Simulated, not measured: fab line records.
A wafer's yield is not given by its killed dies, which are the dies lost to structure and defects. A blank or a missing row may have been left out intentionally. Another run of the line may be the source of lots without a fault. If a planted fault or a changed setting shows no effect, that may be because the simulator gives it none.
What tool caused it? + flow n5Finfet + Sampling: 24 lots, 72 wafers, 6 of 1938 route steps

## WHAT THE GAUGES READ, wafer by wafer
N5_BEOL_M5_CD_MEAS_18: pitch 56 nm, target cd 28 nm. Usual: cdNm at 28.0 nm, with a standard deviation of 0.35.
| lot  | measured     | on       | cdNm (nm)      | flag |
|------|--------------|----------|----------------|------|
| L074 | day 7 22:24  | cdSem-02 | 28.2 28.3 28.3 |      |
| L076 | day 8 01:03  | cdSem-01 | 27.4 27.3 27.9 |      |
| L075 | day 8 19:10  | cdSem-02 | 28.1 27.9 28.3 |      |
| L077 | day 8 19:19  | cdSem-01 | 28.2 28.5 28.4 |      |
| L078 | day 8 23:32  | cdSem-01 | 28.0 27.9 27.9 |      |
| L079 | day 9 11:20  | cdSem-02 | 28.5 28.4 28.0 |      |
| L081 | day 9 20:46  | cdSem-01 | 28.0 28.2 28.2 |      |
| L082 | day 10 01:42 | cdSem-01 | 28.0 28.0 27.4 |      |
| L080 | day 10 05:21 | cdSem-01 | 27.9 28.4 28.4 |      |
| L083 | day 10 05:47 | cdSem-03 | 27.8 27.8 28.4 |      |
| L084 | day 10 11:20 | cdSem-02 | 27.7 28.8 28.2 |      |
| L085 | day 11 02:23 | cdSem-01 | 27.9 28.7 29.1 |      |
| L086 | day 11 16:35 | cdSem-01 | 28.1 28.0 28.2 |      |
| L087 | day 11 20:15 | cdSem-02 | 28.2 28.2 27.8 |      |
| L088 | day 11 23:43 | cdSem-01 | 27.9 28.5 28.4 |      |
| L090 | day 12 05:11 | cdSem-03 | 28.3 27.6 27.7 |      |
| L091 | day 12 12:47 | cdSem-03 | 27.5 27.8 27.2 |      |
| L089 | day 12 17:19 | cdSem-02 | 27.7 27.9 27.6 |      |
| L092 | day 12 23:34 | cdSem-01 | 28.4 28.2 27.6 |      |
| L094 | day 13 00:34 | cdSem-02 | 27.6 27.9 27.9 |      |
| L093 | day 13 02:22 | cdSem-02 | 28.0 28.0 27.6 |      |
| L095 | day 13 04:29 | cdSem-02 | 28.4 27.9 28.4 |      |
| L096 | day 14 00:03 | cdSem-03 | 28.3 27.9 27.8 |      |
| L097 | day 14 02:56 | cdSem-02 | 27.9 27.6 27.4 |      |

N5_BEOL_M6_THK_MEAS_01. Usual: M6_ILD_THK gives 153.7 nm (standard deviation 2).
| lot  | measured     | on           | M6_ILD_THK (nm)   | flag |
|------|--------------|--------------|-------------------|------|
| L074 | day 8 09:33  | filmMetro-01 | 150.1 150.8 156.1 |      |
| L076 | day 8 12:38  | filmMetro-02 | 151.1 150.6 152.9 |      |
| L075 | day 9 04:22  | filmMetro-01 | 153.9 157.7 155.7 |      |
| L077 | day 9 05:34  | filmMetro-01 | 151.2 153.2 154.6 |      |
| L078 | day 9 11:50  | filmMetro-02 | 154.4 155.6 154.6 |      |
| L079 | day 9 21:39  | filmMetro-01 | 153.6 151.1 155.4 |      |
| L081 | day 10 08:03 | filmMetro-01 | 153.0 156.3 156.3 |      |
| L082 | day 10 11:26 | filmMetro-02 | 154.0 154.1 153.4 |      |
| L080 | day 10 20:39 | filmMetro-01 | 152.1 153.2 155.6 |      |
| L083 | day 10 17:18 | filmMetro-02 | 152.0 151.4 155.8 |      |
| L084 | day 10 22:18 | filmMetro-01 | 153.2 154.0 157.6 |      |
| L085 | day 11 12:10 | filmMetro-02 | 152.8 150.6 154.5 |      |
| L086 | day 12 01:59 | filmMetro-01 | 153.3 154.3 153.4 |      |
| L087 | day 12 06:16 | filmMetro-02 | 149.9 152.6 152.9 |      |
| L088 | day 12 08:24 | filmMetro-01 | 154.8 156.3 156.2 |      |
| L090 | day 12 14:35 | filmMetro-01 | 154.4 155.6 153.4 |      |
| L091 | day 12 23:47 | filmMetro-01 | 153.0 149.8 157.4 |      |
| L089 | day 13 03:59 | filmMetro-02 | 151.2 155.8 153.7 |      |
| L092 | day 13 10:09 | filmMetro-01 | 153.7 152.1 155.5 |      |
| L094 | day 13 10:50 | filmMetro-01 | 155.1 153.5 156.5 |      |
| L093 | day 13 13:52 | filmMetro-01 | 152.9 148.4 154.5 |      |
| L095 | day 13 20:35 | filmMetro-02 | 154.4 152.5 158.5 |      |
| L096 | day 14 09:06 | filmMetro-01 | 153.4 154.2 155.6 |      |
| L097 | day 14 11:50 | filmMetro-01 | 153.4 155.1 155.7 |      |

N5_BEOL_M6_THK_MEAS_53: measures by xrf. Usual: M6_THK gives 81.0 nm (standard deviation 1.9).
| lot  | measured     | on           | M6_THK (nm)    | flag |
|------|--------------|--------------|----------------|------|
| L074 | day 8 20:34  | filmMetro-02 | 82.0 82.6 81.6 |      |
| L076 | day 8 21:29  | filmMetro-01 | 80.6 78.7 80.5 |      |
| L075 | day 9 14:23  | filmMetro-01 | 79.8 80.3 80.5 |      |
| L077 | day 9 14:55  | filmMetro-01 | 82.7 82.8 83.6 |      |
| L078 | day 9 19:13  | filmMetro-02 | 80.0 77.6 80.1 |      |
| L079 | day 10 05:05 | filmMetro-02 | 80.5 80.6 78.6 |      |
| L081 | day 10 15:10 | filmMetro-01 | 81.3 82.7 83.2 |      |
| L082 | day 10 17:19 | filmMetro-01 | 81.2 83.4 79.9 |      |
| L080 | day 11 02:14 | filmMetro-02 | 81.6 78.5 83.0 |      |
| L083 | day 11 00:34 | filmMetro-02 | 83.4 80.1 84.7 |      |
| L084 | day 11 06:58 | filmMetro-02 | 83.1 78.9 81.0 |      |
| L085 | day 11 19:34 | filmMetro-01 | 83.5 84.8 83.7 |      |
| L086 | day 12 08:17 | filmMetro-01 | 80.8 80.5 81.2 |      |
| L087 | day 12 13:55 | filmMetro-02 | 82.1 82.4 87.1 |      |
| L088 | day 12 16:00 | filmMetro-01 | 79.4 83.1 80.3 |      |
| L090 | day 12 20:35 | filmMetro-02 | 82.8 77.1 77.7 |      |
| L091 | day 13 03:43 | filmMetro-01 | 78.5 80.4 81.0 |      |
| L089 | day 13 11:26 | filmMetro-01 | 81.9 79.6 79.7 |      |
| L092 | day 13 17:26 | filmMetro-01 | 79.7 82.9 78.2 |      |
| L094 | day 13 18:46 | filmMetro-01 | 81.8 80.8 80.8 |      |
| L093 | day 13 21:24 | filmMetro-02 | 80.7 80.7 84.2 |      |
| L095 | day 14 04:10 | filmMetro-01 | 78.8 79.4 79.7 |      |
| L096 | day 14 16:52 | filmMetro-02 | 79.7 81.8 80.6 |      |
| L097 | day 14 19:19 | filmMetro-02 | 82.3 79.2 77.0 |      |

## EACH LOT AND THE TOOL THAT RAN IT (in order: tool; ch and the chambers of the sampled wafers; start)
| lot  | N5_BEOL_M5_SURFACE_TREAT_87 | N5_BEOL_M5_SPUTTER_90       | N5_BEOL_M6_ETCH_66                |
|------|-----------------------------|-----------------------------|-----------------------------------|
| L074 | pvdSputter-03, day 8 02:40  | pvdSputter-03, day 8 07:19  | rieDiel-04 ch 0,1,2, day 8 13:32  |
| L076 | pvdSputter-02, day 8 03:05  | pvdSputter-02, day 8 07:53  | rieDiel-05 ch 0,2, day 8 14:45    |
| L075 | pvdSputter-02, day 8 20:51  | pvdSputter-01, day 9 01:25  | rieDiel-04 ch 0,1,2, day 9 06:59  |
| L077 | pvdSputter-03, day 8 21:10  | pvdSputter-02, day 9 01:44  | rieDiel-04 ch 0,2,3, day 9 09:14  |
| L078 | pvdSputter-01, day 9 02:10  | pvdSputter-02, day 9 06:45  | rieDiel-02 ch 0,2,3, day 9 13:28  |
| L079 | pvdSputter-02, day 9 13:04  | pvdSputter-03, day 9 17:38  | rieDiel-02 ch 0,1,3, day 9 23:50  |
| L081 | pvdSputter-02, day 9 23:08  | pvdSputter-03, day 10 04:05 | rieDiel-02 ch 1,2, day 10 12:17   |
| L082 | pvdSputter-03, day 10 05:07 | pvdSputter-03, day 10 09:41 | rieDiel-02 ch 1,2, day 10 14:29   |
| L080 | pvdSputter-01, day 10 12:53 | pvdSputter-01, day 10 17:30 | rieDiel-02 ch 0,2,3, day 10 23:06 |
| L083 | pvdSputter-03, day 10 10:50 | pvdSputter-02, day 10 15:26 | rieDiel-05 ch 0,1, day 10 20:44   |
| L084 | pvdSputter-03, day 10 15:53 | pvdSputter-03, day 10 20:36 | rieDiel-05 ch 0,1,3, day 11 03:51 |
| L085 | pvdSputter-02, day 11 05:53 | pvdSputter-02, day 11 10:28 | rieDiel-04 ch 1,2,3, day 11 15:07 |
| L086 | pvdSputter-01, day 11 19:10 | pvdSputter-02, day 12 00:01 | rieDiel-02 ch 0,2,3, day 12 04:15 |
| L087 | pvdSputter-01, day 11 22:53 | pvdSputter-01, day 12 03:52 | rieDiel-05 ch 0,1,3, day 12 10:57 |
| L088 | pvdSputter-02, day 12 01:59 | pvdSputter-02, day 12 06:43 | rieDiel-04 ch 1,3, day 12 12:32   |
| L090 | pvdSputter-02, day 12 08:01 | pvdSputter-03, day 12 12:40 | rieDiel-05 ch 0,1,3, day 12 17:41 |
| L091 | pvdSputter-02, day 12 15:42 | pvdSputter-01, day 12 21:49 | rieDiel-04 ch 0,3, day 13 01:29   |
| L089 | pvdSputter-02, day 12 21:43 | pvdSputter-02, day 13 02:17 | rieDiel-04 ch 1,2,3, day 13 08:07 |
| L092 | pvdSputter-01, day 13 03:52 | pvdSputter-01, day 13 08:27 | rieDiel-02 ch 0,1,2, day 13 13:04 |
| L094 | pvdSputter-02, day 13 04:34 | pvdSputter-02, day 13 09:09 | rieDiel-04 ch 1,2,3, day 13 15:46 |
| L093 | pvdSputter-03, day 13 07:25 | pvdSputter-03, day 13 11:58 | rieDiel-02 ch 0,1,2, day 13 18:33 |
| L095 | pvdSputter-01, day 13 08:58 | pvdSputter-01, day 13 18:53 | rieDiel-04 ch 0,1,2, day 14 00:50 |
| L096 | pvdSputter-02, day 14 02:43 | pvdSputter-02, day 14 07:24 | rieDiel-05 ch 0,2, day 14 13:39   |
| L097 | pvdSputter-01, day 14 05:31 | pvdSputter-01, day 14 10:08 | rieDiel-02 ch 0,1, day 14 15:37   |
- N5_BEOL_M5_SURFACE_TREAT_87
- N5_BEOL_M5_SPUTTER_90: material Cu, target thk 4.5 nm, time 8.29 s.
- N5_BEOL_M6_ETCH_66: etches SOC in N2/H2, target depth 80 nm, overetch 16 nm, time 120 s.

## WHAT THE TOOLS THEMSELVES READ (means of the sampled wafers that have a number; where no wafer has one, the mark that the record gives instead)
N5_BEOL_M5_SPUTTER_90. Usual: chamberPressurePa 0.07002 Pa, standard deviation 0.00014; throttleValvePct 29.5 %, standard deviation 1.1.
| lot  | tool          | chamberPressurePa (Pa) | throttleValvePct (%) | flag |
|------|---------------|------------------------|----------------------|------|
| L074 | pvdSputter-03 | 0.06989                | 28.5                 |      |
| L076 | pvdSputter-02 | 0.06991                | 29.9                 |      |
| L075 | pvdSputter-01 | 0.07007                | 28.8                 |      |
| L077 | pvdSputter-02 | 0.06993                | 30.4                 |      |
| L078 | pvdSputter-02 | 0.07002                | 29.9                 |      |
| L079 | pvdSputter-03 | 0.07001                | 28.8                 |      |
| L081 | pvdSputter-03 | 0.07014                | 28.6                 |      |
| L082 | pvdSputter-03 | 0.07008                | 29.6                 |      |
| L080 | pvdSputter-01 | 0.07004                | 29.1                 |      |
| L083 | pvdSputter-02 | 0.06992                | 30.4                 |      |
| L084 | pvdSputter-03 | 0.07003                | 29.5                 |      |
| L085 | pvdSputter-02 | 0.07018                | 30.5                 |      |
| L086 | pvdSputter-02 | 0.07001                | 30.3                 |      |
| L087 | pvdSputter-01 | 0.06988                | 29.1                 |      |
| L088 | pvdSputter-02 | 0.07009                | 29.9                 |      |
| L090 | pvdSputter-03 | 0.07001                | 28.7                 |      |
| L091 | pvdSputter-01 | 0.07009                | 28.7                 |      |
| L089 | pvdSputter-02 | 0.06989                | 30.3                 |      |
| L092 | pvdSputter-01 | 0.07010                | 29.2                 |      |
| L094 | pvdSputter-02 | 0.07002                | 30.3                 |      |
| L093 | pvdSputter-03 | 0.07007                | 28.7                 |      |
| L095 | pvdSputter-01 | 0.06995                | 29.2                 |      |
| L096 | pvdSputter-02 | 0.07004                | 30.5                 |      |
| L097 | pvdSputter-01 | 0.06998                | 27.7                 |      |

N5_BEOL_M6_ETCH_66. Usual: drypumpMotorCurrentA 5.6 A, standard deviation 0.39; oesProductAu 0.61 a.u., standard deviation 0.056; rfVppV 524.3 V, standard deviation 2.5; showerheadPlenumPTorr 2.56 Torr, standard deviation 0.083; throttleValvePct 17.74 %, standard deviation 0.19.
| lot  | tool       | drypumpMotorCurrentA (A) | oesProductAu (a.u.) | rfVppV (V) | showerheadPlenumPTorr (Torr) | throttleValvePct (%) | flag |
|------|------------|--------------------------|---------------------|------------|------------------------------|----------------------|------|
| L074 | rieDiel-04 | 5.7                      | 0.62                | 524.6      | 2.56                         | 17.76                |      |
| L076 | rieDiel-05 | 5.7                      | 0.58                | 527.1      | 2.65                         | 17.50                |      |
| L075 | rieDiel-04 | 5.7                      | 0.61                | 524.2      | 2.56                         | 17.76                |      |
| L077 | rieDiel-04 | 5.5                      | 0.61                | 525.9      | 2.62                         | 17.80                |      |
| L078 | rieDiel-02 | 5.8                      | 0.62                | 522.6      | 2.49                         | 17.70                |      |
| L079 | rieDiel-02 | 5.4                      | 0.65                | 524.6      | 2.55                         | 17.76                |      |
| L081 | rieDiel-02 | 5.8                      | 0.64                | 523.6      | 2.55                         | 17.80                |      |
| L082 | rieDiel-02 | 6.2                      | 0.60                | 522.0      | 2.48                         | 17.77                |      |
| L080 | rieDiel-02 | 5.8                      | 0.60                | 522.0      | 2.48                         | 17.73                |      |
| L083 | rieDiel-05 | 5.5                      | 0.68                | 524.9      | 2.57                         | 17.79                |      |
| L084 | rieDiel-05 | 5.6                      | 0.62                | 524.8      | 2.56                         | 17.72                |      |
| L085 | rieDiel-04 | 5.4                      | 0.62                | 526.2      | 2.61                         | 17.75                |      |
| L086 | rieDiel-02 | 5.8                      | 0.60                | 522.5      | 2.48                         | 17.76                |      |
| L087 | rieDiel-05 | 5.5                      | 0.61                | 523.8      | 2.56                         | 17.75                |      |
| L088 | rieDiel-04 | 5.3                      | 0.66                | 524.4      | 2.56                         | 17.59                |      |
| L090 | rieDiel-05 | 5.6                      | 0.61                | 524.3      | 2.56                         | 17.74                |      |
| L091 | rieDiel-04 | 5.3                      | 0.62                | 526.6      | 2.63                         | 17.71                |      |
| L089 | rieDiel-04 | 5.4                      | 0.61                | 525.5      | 2.60                         | 17.79                |      |
| L092 | rieDiel-02 | 5.8                      | 0.59                | 523.4      | 2.52                         | 17.78                |      |
| L094 | rieDiel-04 | 5.4                      | 0.61                | 525.4      | 2.60                         | 17.79                |      |
| L093 | rieDiel-02 | 5.8                      | 0.60                | 522.9      | 2.52                         | 17.77                |      |
| L095 | rieDiel-04 | 5.7                      | 0.58                | 523.6      | 2.54                         | 17.83                |      |
| L096 | rieDiel-05 | 5.7                      | 0.54                | 525.9      | 2.63                         | 17.59                |      |
| L097 | rieDiel-02 | 5.4                      | 0.59                | 523.8      | 2.56                         | 17.74                |      |

## THE ANSWER, worked out from the rows above alone
Rule: take the mean of a lot's wafers that have a number; if it is more than 3 standard deviations from the usual mean, the lot is off. A lot without any number at a reading at which 4 lots or more have one is off too. The other lots that the step has rows for count as sound. After the gauges, taken in route order, come the tools' own readings; for these a lot's mean is taken, as printed above. At the first step where some lot is off, the reading lying furthest off is the one used; lots without a number count as furthest.
No lot is off at any reading shown: from this, nothing can be told.

## WHAT HAD BEEN PUT IN BY THE SIMULATOR
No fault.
